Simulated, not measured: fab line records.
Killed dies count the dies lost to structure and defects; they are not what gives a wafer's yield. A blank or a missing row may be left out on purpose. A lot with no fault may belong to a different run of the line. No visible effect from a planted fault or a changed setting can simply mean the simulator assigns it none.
Which of the tools did it? :: flow n5_finfet :: 13 lots with 37 wafers sampled at 4 steps, on a route of 1938 steps

== WHAT EACH GAUGE READ, for each wafer ==
N5_BEOL_M8_CD_MEAS_11 targets a cd of 38.5 nm. Usual: cd_nm reads 38.4 nm (standard deviation 0.71).
lot: L240
measured: day 9 19:52
on: cd_sem-02
cd_nm (nm): 37.9 37.6 36.7
flag: 

lot: L242
measured: day 10 06:16
on: cd_sem-02
cd_nm (nm): 36.9 38.3 38.3
flag: 

lot: L244
measured: day 10 10:08
on: cd_sem-02
cd_nm (nm): 37.6 38.1 38.3
flag: 

lot: L243
measured: day 10 19:31
on: cd_sem-02
cd_nm (nm): 39.1 39.5
flag: 

lot: L245
measured: day 11 16:40
on: cd_sem-03
cd_nm (nm): 38.7 37.3
flag: 

lot: L250
measured: day 12 15:56
on: cd_sem-02
cd_nm (nm): 38.1 38.5 39.3
flag: 

lot: L248
measured: day 12 16:05
on: cd_sem-02
cd_nm (nm): 37.4 38.8 38.1
flag: 

lot: L254
measured: day 12 19:42
on: cd_sem-03
cd_nm (nm): 38.5 37.4 38.8
flag: 

lot: L255
measured: day 13 04:17
on: cd_sem-02
cd_nm (nm): 37.2 38.3 37.9
flag: 

lot: L257
measured: day 13 17:59
on: cd_sem-02
cd_nm (nm): 38.3 38.2 38.2
flag: 

lot: L262
measured: day 15 14:30
on: cd_sem-03
cd_nm (nm): 36.9 38.2 37.9
flag: 

lot: L260
measured: day 15 14:40
on: cd_sem-03
cd_nm (nm): 38.9 37.6 38.0
flag: 

lot: L261
measured: day 16 10:13
on: cd_sem-02
cd_nm (nm): 39.0 38.5 38.9
flag: 

N5_BEOL_M8_OVL_MEAS_12. Usual: M8_OVL gives -0.2 nm (standard deviation 0.65).
lot: L240
measured: day 9 19:54
on: overlay-01
M8_OVL (nm): -0.3 -0.8 -1.4
flag: 

lot: L242
measured: day 10 06:17
on: overlay-01
M8_OVL (nm): -1.2 -0.4 0.6
flag: 

lot: L244
measured: day 10 10:10
on: overlay-01
M8_OVL (nm): 0.1 -0.4 0.2
flag: 

lot: L243
measured: day 10 19:32
on: overlay-01
M8_OVL (nm): 0.3 -1.2
flag: 

lot: L245
measured: day 11 16:42
on: overlay-02
M8_OVL (nm): -0.1 0.2
flag: 

lot: L250
measured: day 12 15:58
on: overlay-01
M8_OVL (nm): 0.5 0.9 0.8
flag: 

lot: L248
measured: day 12 16:07
on: overlay-02
M8_OVL (nm): 0.7 -1.3 -0.7
flag: 

lot: L254
measured: day 12 19:44
on: overlay-02
M8_OVL (nm): 0.2 0.3 0.7
flag: 

lot: L255
measured: day 13 04:19
on: overlay-01
M8_OVL (nm): 0.8 -0.1 1.0
flag: 

lot: L257
measured: day 13 18:01
on: overlay-01
M8_OVL (nm): -0.4 -1.6 -0.8
flag: 

lot: L262
measured: day 15 14:32
on: overlay-01
M8_OVL (nm): 1.4 0.4 0.1
flag: 

lot: L260
measured: day 15 14:42
on: overlay-01
M8_OVL (nm): -0.4 -1.8 -1.2
flag: 

lot: L261
measured: day 16 10:15
on: overlay-02
M8_OVL (nm): -0.5 -1.1 -1.1
flag: 

N5_BEOL_M8_OVL_MEAS_29. Usual: V7_OVL gives -0.2 nm (standard deviation 0.73).
lot: L240
measured: day 9 21:00
on: overlay-01
V7_OVL (nm): -1.6 -1.3 -1.1
flag: 

lot: L242
measured: day 10 08:47
on: overlay-01
V7_OVL (nm): 0.6 -0.2 1.7
flag: 

lot: L244
measured: day 10 12:29
on: overlay-02
V7_OVL (nm): 1.6 1.2 0.8
flag: 

lot: L243
measured: day 10 21:10
on: overlay-01
V7_OVL (nm): -0.8 0.0
flag: 

lot: L245
measured: day 11 18:17
on: overlay-02
V7_OVL (nm): -0.5 0.1
flag: 

lot: L250
measured: day 12 17:06
on: overlay-02
V7_OVL (nm): 0.3 -0.4 -1.1
flag: 

lot: L248
measured: day 12 17:33
on: overlay-01
V7_OVL (nm): 0.2 0.5 -0.4
flag: 

lot: L254
measured: day 12 20:35
on: overlay-02
V7_OVL (nm): -0.6 0.4 -1.0
flag: 

lot: L255
measured: day 13 05:17
on: overlay-02
V7_OVL (nm): -0.6 0.1 1.2
flag: 

lot: L257
measured: day 13 19:56
on: overlay-01
V7_OVL (nm): 0.1 0.1 -0.2
flag: 

lot: L262
measured: day 15 17:56
on: overlay-02
V7_OVL (nm): -0.6 -1.1 -2.0
flag: 

lot: L260
measured: day 15 17:53
on: overlay-01
V7_OVL (nm): -0.5 -0.5 0.3
flag: 

lot: L261
measured: day 16 12:38
on: overlay-01
V7_OVL (nm): 0.4 0.0 0.3
flag: 

== EACH LOT AND THE TOOL THAT RAN IT (in order: tool; ch and the chambers of the sampled wafers; start) ==
lot: L240
N5_BEOL_M8_COAT_71: litho_track-01 ch 0, day 9 20:34

lot: L242
N5_BEOL_M8_COAT_71: litho_track-03 ch 0, day 10 08:29

lot: L244
N5_BEOL_M8_COAT_71: litho_track-01 ch 0, day 10 11:59

lot: L243
N5_BEOL_M8_COAT_71: litho_track-01 ch 0, day 10 20:51

lot: L245
N5_BEOL_M8_COAT_71: litho_track-03 ch 0, day 11 17:59

lot: L250
N5_BEOL_M8_COAT_71: litho_track-01 ch 0, day 12 16:41

lot: L248
N5_BEOL_M8_COAT_71: litho_track-01 ch 0, day 12 17:08

lot: L254
N5_BEOL_M8_COAT_71: litho_track-01 ch 0, day 12 20:18

lot: L255
N5_BEOL_M8_COAT_71: litho_track-05 ch 0, day 13 04:58

lot: L257
N5_BEOL_M8_COAT_71: litho_track-03 ch 0, day 13 19:31

lot: L262
N5_BEOL_M8_COAT_71: litho_track-05 ch 0, day 15 17:28

lot: L260
N5_BEOL_M8_COAT_71: litho_track-03 ch 0, day 15 17:28

lot: L261
N5_BEOL_M8_COAT_71: litho_track-01 ch 0, day 16 12:11
- N5_BEOL_M8_COAT_71: time 60 s, resist thk 5 nm.

== WHAT THE TOOLS THEMSELVES READ (means of the sampled wafers that have a number; where no wafer has one, the mark that the record gives instead) ==
N5_BEOL_M8_COAT_71. Usual: spin_speed_rpm reads 1500.0 rpm (standard deviation 0.95).
lot: L240
tool: litho_track-01
spin_speed_rpm (rpm): 1499.6
flag: 

lot: L242
tool: litho_track-03
spin_speed_rpm (rpm): 1498.7
flag: 

lot: L244
tool: litho_track-01
spin_speed_rpm (rpm): 1499.8
flag: 

lot: L243
tool: litho_track-01
spin_speed_rpm (rpm): 1499.7
flag: 

lot: L245
tool: litho_track-03
spin_speed_rpm (rpm): 1500.4
flag: 

lot: L250
tool: litho_track-01
spin_speed_rpm (rpm): 1578.4
flag: OFF

lot: L248
tool: litho_track-01
spin_speed_rpm (rpm): 1577.3
flag: OFF

lot: L254
tool: litho_track-01
spin_speed_rpm (rpm): 1577.1
flag: OFF

lot: L255
tool: litho_track-05
spin_speed_rpm (rpm): 1499.8
flag: 

lot: L257
tool: litho_track-03
spin_speed_rpm (rpm): 1500.0
flag: 

lot: L262
tool: litho_track-05
spin_speed_rpm (rpm): 1500.2
flag: 

lot: L260
tool: litho_track-03
spin_speed_rpm (rpm): 1500.7
flag: 

lot: L261
tool: litho_track-01
spin_speed_rpm (rpm): 1499.3
flag: 

== THE ANSWER, worked out from the rows above alone ==
Rule: a lot is off if the mean of its wafers that have a number lies more than 3 standard deviations from the usual mean. Also off: a lot with no number at a reading for which 4 or more lots have one. All remaining lots with rows at the step are treated as sound. After the gauges, taken in route order, come the tools' own readings; for these a lot's mean is taken, as printed above. The first step at which some lot is off is used, and at that step the reading that is off furthest; a lot without a number counts as furthest.
Off: L250, L248, L254 (N5_BEOL_M8_COAT_71, spin_speed_rpm).
A tool fits if, at that step or a process step before it, it ran every lot that is off, and no sound lot after the first of them. None of those tried fits.

== WHAT HAD BEEN PUT IN BY THE SIMULATOR ==
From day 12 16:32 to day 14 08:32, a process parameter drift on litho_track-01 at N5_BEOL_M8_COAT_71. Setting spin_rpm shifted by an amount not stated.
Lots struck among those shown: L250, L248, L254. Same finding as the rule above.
